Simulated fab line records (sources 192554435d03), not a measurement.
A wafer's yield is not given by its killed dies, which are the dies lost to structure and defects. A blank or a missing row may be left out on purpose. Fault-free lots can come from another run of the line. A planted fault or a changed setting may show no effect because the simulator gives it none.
One fault through the eyes of 3 desks    flow n5Finfet    what lay behind the numbers comes last; until then each desk has only its own

== AT THE METROLOGY DESK ==
Means of the sampled wafers that have a number, per lot and without regard to the tool the lot ran on: this is what the gauges read. If a lot's mean is further than 4 standard deviations from the usual mean, the lot is out of limits and carries the mark OUT (the distance appears in the brackets). It has 12 readings; the 7 that lie furthest out on some lot are the ones shown.
Columns: A = IOFF_N at N5_BEOL_M4_RC_MEAS_101, usual 0.18 nA/um; B = IOFF_P at N5_BEOL_M4_RC_MEAS_101, usual 0.23 nA/um; C = ION_P at N5_BEOL_M4_RC_MEAS_101, usual 467 uA/um; D = SS_N at N5_BEOL_M4_RC_MEAS_101, usual 71.7 mV/dec; E = SS_P at N5_BEOL_M4_RC_MEAS_101, usual 73.5 mV/dec; F = VT_N at N5_BEOL_M4_RC_MEAS_101, usual 249 mV; G = VT_P at N5_BEOL_M4_RC_MEAS_101, usual -250 mV
lot   first seen here  A     B     C    D     E     F    G
L610  day 6 17:09      0.23  0.30  469  72.6  74.4  247  -246
L611  day 6 20:32      0.13  0.16  452  71.3  72.4  253  -255
L612  day 7 01:02      0.18  0.25  473  71.9  74.2  251  -250
L617  day 8 08:55      0.16  0.17  450  72.0  73.5  250  -256
L618  day 8 20:35      0.19  0.24  469  72.1  73.3  246  -250
L619  day 9 01:16      0.14  0.20  476  70.5  73.0  250  -249
L622  day 9 17:34      -     -     -    -     -     -    -
L626  day 10 12:50     0.25  0.32  478  72.7  74.6  243  -245
L627  day 11 04:08     0.16  0.19  452  71.7  73.3  249  -254
L630  day 11 14:40     0.19  0.22  465  71.9  73.4  246  -251
This desk's verdict: no lot among the 10 shows anything out of limits.

== AT THE TOOL OWNER'S DESK: cmp-02 ==
The tool's own readings at N5_BEOL_M0_CMP_120 (polishes, stops on SiOC, t overpolish 6.9 s): means of the sampled wafers that have a number, for each lot that ran on this tool. If a lot's mean is further than 4 standard deviations from the usual mean, the lot is out of limits and carries the mark OUT (the distance appears in the brackets).
Columns: A = barrierFieldEndpointS at N5_BEOL_M0_CMP_120, usual 3.65 s; B = headPressurePsi at N5_BEOL_M0_CMP_120, usual 1.0000 psi; C = motorCurrentA at N5_BEOL_M0_CMP_120, usual 6.4 A; D = overpolishRunS at N5_BEOL_M0_CMP_120, usual 6.901 s; E = timeToEndpointS at N5_BEOL_M0_CMP_120, usual 62 s
lot   first seen here  A                B       C    D      E
L610  day 6 20:38      3.91             0.9982  6.1  6.901  66
L611  day 7 00:28      3.64             1.0005  6.6  6.907  65
L612  day 7 04:14      3.77             1.0029  6.9  6.904  63
L617  day 8 11:34      5.70 (+13) OUT   0.9992  7.0  6.900  69
L618  day 9 01:04      4.90 (+7.8) OUT  0.9993  6.7  6.911  69
L622  day 9 19:52      7.42 (+24) OUT   1.0004  7.2  6.890  81 (+5.6) OUT
This desk finds L617, L618, L622 out of limits, L617 being first, at day 8 11:34 (barrierFieldEndpointS at N5_BEOL_M0_CMP_120). L610, L611, L612: within limits.

== THE DEFECT DESK ==
Inspection counts along the route, by lot: the mean over sampled wafers that carry a number. If a lot's mean is further than 4 standard deviations from the usual mean, the lot is out of limits and carries the mark OUT (the distance appears in the brackets).
Columns: A = rawDefectCount at N5_BEOL_M0_INSPECT_127, usual 70
lot   first seen here  A
L610  day 6 21:13      63
L611  day 7 00:58      105
L612  day 7 04:49      49
L617  day 8 12:20      1800 (+64) OUT
L618  day 9 01:39      1225 (+43) OUT
L619  day 9 05:09      57
L622  day 9 20:24      3428 (+99 or more) OUT
L626  day 10 16:50     103
L627  day 11 08:34     70
L630  day 11 18:28     109
This desk finds L617, L618, L622 out of limits, L617 being first, at day 8 12:20 (rawDefectCount at N5_BEOL_M0_INSPECT_127). L610, L611, L612, L619, L626, L627, L630: within limits.

== TAKEN TOGETHER ==
An alarm could have come from the tool owner's desk at day 8 11:34, on L617, L618, L622.
The defect desk could have raised an alarm at day 8 12:20, on L617, L618, L622.
The metrology desk saw nothing out of limits.
The metrology desk has L617, L618, L622 on record, within its limits.
N5_BEOL_M0_CMP_120 was run on cmp-02 by each of the lots named.

== WHAT HAD BEEN PUT IN BY THE SIMULATOR ==
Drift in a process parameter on cmp-02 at N5_BEOL_M0_CMP_120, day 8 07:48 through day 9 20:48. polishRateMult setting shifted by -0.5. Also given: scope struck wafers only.
Struck lots among those shown: L617, L618, L622.
Hours from the fault's start to each desk's first reading out of limits: the tool owner's desk, 4; the defect desk, 5.
